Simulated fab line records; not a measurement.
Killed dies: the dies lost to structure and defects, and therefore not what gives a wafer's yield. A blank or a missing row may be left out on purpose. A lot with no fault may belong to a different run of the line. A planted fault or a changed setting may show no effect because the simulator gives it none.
Which tool did it? | flow n5 finfet | 10 lots with 30 wafers sampled at 4 steps, on a route of 1938 steps

== WHAT THE GAUGES SHOWED, per wafer ==
N5_BEOL_M5_CD_MEAS_18: pitch 56 nm, target cd 28 nm. Usual: cd nm 28.12 nm, standard deviation 0.26.
lot  | measured     | on        | cd nm (nm)        | flag
L318 | day 8 18:55  | cd sem-01 | 28.27 27.92 28.18 |
L320 | day 9 03:35  | cd sem-01 | 27.90 28.36 27.91 |
L323 | day 9 20:59  | cd sem-01 | 27.92 28.16 28.19 |
L327 | day 11 02:55 | cd sem-01 | 27.50 27.55 27.98 |
L328 | day 11 03:31 | cd sem-03 | 28.04 27.97 28.13 |
L331 | day 11 16:41 | cd sem-01 | 28.04 28.46 28.01 |
L332 | day 11 19:20 | cd sem-01 | 28.48 28.35 27.98 |
L337 | day 13 08:25 | cd sem-03 | 28.21 28.21 27.81 |
L339 | day 13 17:54 | cd sem-02 | 28.07 27.78 28.19 |
L340 | day 13 23:41 | cd sem-02 | 27.99 28.39 28.02 |

N5_BEOL_M5_INSPECT_30: inspects for defects (brightfield). Usual: raw defect count 485, standard deviation 110.
lot  | measured     | on                | raw defect count | flag
L318 | day 8 19:37  | defect inspect-01 | 545 604 620      |
L320 | day 9 04:12  | defect inspect-01 | 646 534 520      |
L323 | day 9 21:23  | defect inspect-02 | 414 346 439      |
L327 | day 11 03:29 | defect inspect-02 | 446 538 511      |
L328 | day 11 03:58 | defect inspect-01 | 399 517 639      |
L331 | day 11 18:30 | defect inspect-02 | 805 488 857      |
L332 | day 11 21:18 | defect inspect-02 | 381 327 372      |
L337 | day 13 09:40 | defect inspect-02 | 893 912 923      | OFF
L339 | day 13 18:20 | defect inspect-02 | 619 576 654      |
L340 | day 14 00:13 | defect inspect-01 | 555 442 618      |

== EACH LOT AND THE TOOL THAT RAN IT (in order: tool; ch and the chambers of the sampled wafers; start) ==
lot  | N5_BEOL_M5_ETCH_61                 | N5_BEOL_M5_HM_OPEN_17
L318 | rie diel-06 ch 0,3, day 8 18:31    | rie metal-01 ch 0,1, day 8 18:45
L320 | rie diel-06 ch 1,2,3, day 9 03:05  | rie metal-01 ch 0,1, day 9 03:17
L323 | rie diel-02 ch 2,3, day 9 20:36    | rie metal-03 ch 0,1, day 9 20:48
L327 | rie diel-06 ch 2,3, day 11 02:28   | rie metal-02 ch 0,1, day 11 02:40
L328 | rie diel-04 ch 0,1, day 11 02:55   | rie metal-01 ch 0,1, day 11 03:08
L331 | rie diel-04 ch 0,1,2, day 11 16:11 | rie metal-02 ch 0,1, day 11 16:23
L332 | rie diel-06 ch 0,1,3, day 11 18:57 | rie metal-02 ch 0,1, day 11 19:09
L337 | rie diel-06 ch 1,2, day 13 07:59   | rie metal-03 ch 0,1, day 13 08:11
L339 | rie diel-02 ch 0,3, day 13 17:31   | rie metal-03 ch 0,1, day 13 17:43
L340 | rie diel-02 ch 0,2,3, day 13 23:19 | rie metal-03 ch 0,1, day 13 23:32
- N5_BEOL_M5_ETCH_61: etches SiARC in CF4, target depth 15.6 nm, time 26 s.
- N5_BEOL_M5_HM_OPEN_17: chemistry Cl2/BCl3, target TiN, target depth 20 nm, overetch 6 nm.

== WHAT THE TOOLS THEMSELVES READ (means of the sampled wafers that have a number; where no wafer has one, the mark that the record gives instead) ==
N5_BEOL_M5_ETCH_61. Usual: drypump motor current A 5.83 A, standard deviation 0.26; etch rf on time s 26.0 s, standard deviation 0.5; oes product au 0.66 a.u., standard deviation 0.078; rf vpp V 184.1 V, standard deviation 1.1; showerhead plenum p Torr 2.15 Torr, standard deviation 0.062; throttle valve pct 15.72 %, standard deviation 0.26.
lot  | tool        | drypump motor current A (A) | etch rf on time s (s) | oes product au (a.u.) | rf vpp V (V) | showerhead plenum p Torr (Torr) | throttle valve pct (%) | flag
L318 | rie diel-06 | 6.05                        | 26.3                  | 0.65                  | 183.9        | 2.12                            | 15.82                  |
L320 | rie diel-06 | 5.95                        | 26.3                  | 0.63                  | 184.1        | 2.16                            | 15.75                  |
L323 | rie diel-02 | 5.50                        | 26.4                  | 0.60                  | 183.9        | 2.15                            | 15.75                  |
L327 | rie diel-06 | 5.88                        | 25.8                  | 0.64                  | 184.4        | 2.17                            | 15.80                  |
L328 | rie diel-04 | 5.99                        | 25.5                  | 0.69                  | 184.8        | 2.23                            | 15.88                  |
L331 | rie diel-04 | 5.98                        | 25.5                  | 0.72                  | 184.8        | 2.19                            | 15.55                  |
L332 | rie diel-06 | 5.98                        | 25.8                  | 0.76                  | 183.7        | 2.15                            | 15.53                  |
L337 | rie diel-06 | 5.83                        | 25.5                  | 0.66                  | 184.7        | 2.20                            | 15.67                  |
L339 | rie diel-02 | 5.92                        | 26.3                  | 0.67                  | 184.4        | 2.15                            | 15.76                  |
L340 | rie diel-02 | 5.67                        | 26.6                  | 0.68                  | 183.7        | 2.12                            | 15.64                  |

N5_BEOL_M5_HM_OPEN_17. Usual: drypump motor current A 5.8 A, standard deviation 0.41; oes product au 0.66 a.u., standard deviation 0.061; throttle valve pct 22.03 %, standard deviation 0.1.
lot  | tool         | drypump motor current A (A) | oes product au (a.u.) | throttle valve pct (%) | flag
L318 | rie metal-01 | 6.3                         | 0.68                  | 22.02                  |
L320 | rie metal-01 | 6.1                         | 0.66                  | 21.97                  |
L323 | rie metal-03 | 5.5                         | 0.64                  | 22.03                  |
L327 | rie metal-02 | 5.6                         | 0.66                  | 22.05                  |
L328 | rie metal-01 | 6.3                         | 0.66                  | 22.03                  |
L331 | rie metal-02 | 5.8                         | 0.68                  | 21.99                  |
L332 | rie metal-02 | 5.8                         | 0.69                  | 21.97                  |
L337 | rie metal-03 | 5.5                         | 0.62                  | 22.06                  |
L339 | rie metal-03 | 5.4                         | 0.66                  | 22.05                  |
L340 | rie metal-03 | 5.4                         | 0.67                  | 22.05                  |

== THE ANSWER, worked out from the rows above alone ==
Rule: take the mean of a lot's wafers that have a number; if it is more than 3 standard deviations from the usual mean, the lot is off. A lot without any number at a reading at which 4 lots or more have one is off too. Any other lot the step has rows for is counted as sound. The gauges are gone through in route order, then the tools' own readings, and for those a lot's mean is taken as printed above. At the first step where some lot is off, the reading lying furthest off is the one used; lots without a number count as furthest.
Off: L337 (N5_BEOL_M5_INSPECT_30, raw defect count).
If a tool, at a process step before that reading, ran all the lots that are off and no sound lot after the first of them, it fits. Gauges at N5_BEOL_M5_INSPECT_30: tried the same way as those tools. One fits: N5_BEOL_M5_ETCH_61 on rie diel-06. Its last sound lot is L332 (day 11 18:57), its first lot that is off L337 (day 13 07:59): a fault that began between those two fits.

== WHAT WAS PUT IN BY THE SIMULATOR ==
Chamber particle source: rie diel-06, from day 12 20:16 on, at N5_BEOL_M5_ETCH_61. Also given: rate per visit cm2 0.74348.
Shown lots that were struck: L337. This agrees with what the rule above found.
